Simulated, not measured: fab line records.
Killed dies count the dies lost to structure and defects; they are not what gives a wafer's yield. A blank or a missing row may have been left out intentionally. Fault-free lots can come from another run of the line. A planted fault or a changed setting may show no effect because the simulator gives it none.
Which tool is to blame? | flow nand harc | 36 wafers from 12 lots sampled at 4 of the route's 1159 steps

WHAT THE GAUGES SHOWED, per wafer
The record lacks any reading of a measuring or inspecting step that a usual standard deviation could be used to judge.

EACH LOT AND THE TOOL THAT RAN IT (in order: tool; ch and the chambers of the sampled wafers; start)
lot  | NHARC_A_STAIRCASE_TRIM_14                     | NHARC_A_STAIRCASE_TRIM_196         | NHARC_A_STAIRCASE_ETCH_199                    | NHARC_A_STAIRCASE_ETCH_201
L151 | rie diel-05 ch 0,1,3, day 11 09:21 or earlier | rie diel-10 ch 0,3, day 11 09:21   | rie diel-10 ch 0,1, day 11 10:05 or earlier   | rie diel-10 ch 0,1, day 11 10:05
L152 | rie diel-05 ch 0,3, day 11 13:48 or earlier   | rie diel-01 ch 0,3, day 11 13:48   | rie diel-01 ch 0,1,2, day 11 14:48 or earlier | rie diel-01 ch 2,3, day 11 14:48
L155 | rie diel-01 ch 2,3, day 12 04:16 or earlier   | rie diel-10 ch 0,2, day 12 04:16   | rie diel-10 ch 2,3, day 12 04:55 or earlier   | rie diel-10 ch 0,1, day 12 04:55
L156 | rie diel-01 ch 0,1,3, day 12 18:44 or earlier | rie diel-10 ch 1,2,3, day 12 18:44 | rie diel-10 ch 0,1,2, day 12 19:54 or earlier | rie diel-10 ch 0,1, day 12 19:54
L158 | rie diel-05 ch 0,1,2, day 13 01:07 or earlier | rie diel-05 ch 0,2,3, day 13 01:07 | rie diel-05 ch 0,2,3, day 13 01:51 or earlier | rie diel-05 ch 1,2,3, day 13 01:51
L159 | rie diel-05 ch 0,1, day 13 05:19 or earlier   | rie diel-05 ch 1,2, day 13 05:19   | rie diel-05 ch 0,2, day 13 06:11 or earlier   | rie diel-05 ch 0,2, day 13 06:11
L157 | rie diel-10 ch 0,2,3, day 13 05:42 or earlier | rie diel-05 ch 0,1, day 13 05:42   | rie diel-05 ch 0,1, day 13 06:35 or earlier   | rie diel-05 ch 1,2, day 13 06:35
L160 | rie diel-01 ch 0,1,3, day 13 16:46 or earlier | rie diel-05 ch 1,2, day 13 16:46   | rie diel-05 ch 1,2, day 13 17:31 or earlier   | rie diel-05 ch 1,2, day 13 17:31
L163 | rie diel-05 ch 1,2,3, day 14 10:10 or earlier | rie diel-05 ch 0,1,2, day 14 10:10 | rie diel-05 ch 0,2,3, day 14 10:48 or earlier | rie diel-05 ch 0,1,3, day 14 10:48
L166 | rie diel-10 ch 1,2, day 14 22:50 or earlier   | rie diel-01 ch 0,1,2, day 14 22:50 | rie diel-01 ch 0,2,3, day 14 23:33 or earlier | rie diel-01 ch 0,3, day 14 23:33
L168 | rie diel-10 ch 0,1,2, day 15 13:34 or earlier | rie diel-10 ch 0,2,3, day 15 13:34 | rie diel-10 ch 1,2,3, day 15 14:14 or earlier | rie diel-10 ch 1,2,3, day 15 14:14
L173 | rie diel-01 ch 0,2,3, day 16 08:32 or earlier | rie diel-05 ch 0,3, day 16 08:32   | rie diel-05 ch 0,2,3, day 16 09:13 or earlier | rie diel-05 ch 0,1,2, day 16 09:13
- NHARC_A_STAIRCASE_TRIM_14: chemistry O2, time 211.2 s.
- NHARC_A_STAIRCASE_TRIM_196: chemistry O2, time 211.2 s.
- NHARC_A_STAIRCASE_ETCH_199: etches the open film in C4F8/O2, target depth 100 nm, time 40.5 s.
- NHARC_A_STAIRCASE_ETCH_201: etches the open film in C4F8/O2, target depth 100 nm, time 40.5 s.

AS READ BY THE TOOLS THEMSELVES (means over the sampled wafers that have a number; for cases with no such wafer, the mark the record gives instead)
NHARC_A_STAIRCASE_TRIM_14.
lot  | tool        | drypump motor current A (A) | oes product au (a.u.) | rf vpp V (V) | showerhead plenum p Torr (Torr) | throttle valve pct (%)
L151 | rie diel-05 | 5.7                         | 1.003                 | 57.3         | 3.42                            | 17.036
L152 | rie diel-05 | 5.7                         | 1.004                 | 56.8         | 3.34                            | 17.029
L155 | rie diel-01 | 5.3                         | 1.000                 | 58.1         | 3.33                            | 17.041
L156 | rie diel-01 | 5.5                         | 0.996                 | 57.3         | 3.46                            | 17.035
L158 | rie diel-05 | 5.8                         | 1.004                 | 57.8         | 3.45                            | 17.040
L159 | rie diel-05 | 6.1                         | 1.001                 | 57.4         | 3.35                            | 17.030
L157 | rie diel-10 | 5.5                         | 1.005                 | 58.0         | 3.57                            | 17.040
L160 | rie diel-01 | 5.5                         | 0.997                 | 57.9         | 3.45                            | 17.037
L163 | rie diel-05 | 5.4                         | 1.008                 | 57.4         | 3.50                            | 17.036
L166 | rie diel-10 | 5.6                         | 1.003                 | 58.3         | 3.75                            | 17.035
L168 | rie diel-10 | 5.6                         | 0.998                 | 57.3         | 3.60                            | 17.035
L173 | rie diel-01 | 5.3                         | 1.010                 | 57.9         | 3.50                            | 17.033

NHARC_A_STAIRCASE_TRIM_196.
lot  | tool        | drypump motor current A (A) | oes product au (a.u.) | rf vpp V (V) | showerhead plenum p Torr (Torr) | throttle valve pct (%)
L151 | rie diel-10 | 5.2                         | 0.997                 | 57.2         | 3.45                            | 17.035
L152 | rie diel-01 | 5.4                         | 0.999                 | 56.5         | 3.37                            | 17.032
L155 | rie diel-10 | 5.5                         | 1.009                 | 57.6         | 3.47                            | 17.042
L156 | rie diel-10 | 5.6                         | 0.998                 | 58.6         | 3.72                            | 17.037
L158 | rie diel-05 | 5.5                         | 1.006                 | 56.9         | 3.42                            | 17.039
L159 | rie diel-05 | 5.8                         | 1.005                 | 57.6         | 3.52                            | 17.041
L157 | rie diel-05 | 6.1                         | 0.994                 | 57.3         | 3.42                            | 17.041
L160 | rie diel-05 | 5.8                         | 1.003                 | 57.9         | 3.52                            | 17.045
L163 | rie diel-05 | 5.9                         | 0.999                 | 57.9         | 3.44                            | 17.034
L166 | rie diel-01 | 5.6                         | 1.000                 | 57.3         | 3.46                            | 17.039
L168 | rie diel-10 | 5.5                         | 1.008                 | 58.0         | 3.56                            | 17.038
L173 | rie diel-05 | 5.7                         | 1.006                 | 58.5         | 3.68                            | 17.040

NHARC_A_STAIRCASE_ETCH_199.
lot  | tool        | oes product au (a.u.) | rf vpp V (V) | run length s (s)
L151 | rie diel-10 | 0.947                 | 895          | 61.7
L152 | rie diel-01 | 0.932                 | 894          | 61.9
L155 | rie diel-10 | 0.953                 | 901          | 61.6
L156 | rie diel-10 | 0.927                 | 899          | 62.0
L158 | rie diel-05 | 0.942                 | 892          | 61.6
L159 | rie diel-05 | 0.933                 | 890          | 61.7
L157 | rie diel-05 | 0.933                 | 889          | 61.6
L160 | rie diel-05 | 0.947                 | 895          | 62.1
L163 | rie diel-05 | 0.957                 | 892          | 61.6
L166 | rie diel-01 | 0.951                 | 895          | 61.9
L168 | rie diel-10 | 0.939                 | 902          | 61.9
L173 | rie diel-05 | 0.961                 | 898          | 61.5

NHARC_A_STAIRCASE_ETCH_201.
lot  | tool        | oes product au (a.u.) | rf vpp V (V) | run length s (s)
L151 | rie diel-10 | 0.957                 | 901          | 61.7
L152 | rie diel-01 | 0.935                 | 889          | 62.1
L155 | rie diel-10 | 0.942                 | 900          | 61.8
L156 | rie diel-10 | 0.949                 | 894          | 61.6
L158 | rie diel-05 | 0.951                 | 896          | 61.8
L159 | rie diel-05 | 0.940                 | 894          | 61.7
L157 | rie diel-05 | 0.936                 | 897          | 61.7
L160 | rie diel-05 | 0.942                 | 895          | 61.9
L163 | rie diel-05 | 0.947                 | 891          | 61.4
L166 | rie diel-01 | 0.950                 | 896          | 61.5
L168 | rie diel-10 | 0.931                 | 903          | 61.1
L173 | rie diel-05 | 0.957                 | 900          | 61.9

THE ANSWER, worked out from the rows above alone
Rule: the lots themselves supply what counts as usual. The widest of any qualifying gaps counts: lots, ordered by their means at a reading, are off when they make up no more than a third of the lots, leave a main group of 4 or more, and stand apart from it by 3 or more times the standard deviation of that group's means. The tables above print the reading to a certain number of digits; a main group whose means all agree to those digits is not used. A lot without any number at a reading at which 4 lots or more have one is off too. Where the step has rows for the other lots, those lots are counted as sound. After the gauges, taken in route order, come the tools' own readings; for these a lot's mean is taken, as printed above. At the first step where some lot is off, the reading lying furthest off is the one used; lots without a number count as furthest.
No lot is off at any reading shown: from this, nothing can be told.

WHAT THE SIMULATOR PUT IN
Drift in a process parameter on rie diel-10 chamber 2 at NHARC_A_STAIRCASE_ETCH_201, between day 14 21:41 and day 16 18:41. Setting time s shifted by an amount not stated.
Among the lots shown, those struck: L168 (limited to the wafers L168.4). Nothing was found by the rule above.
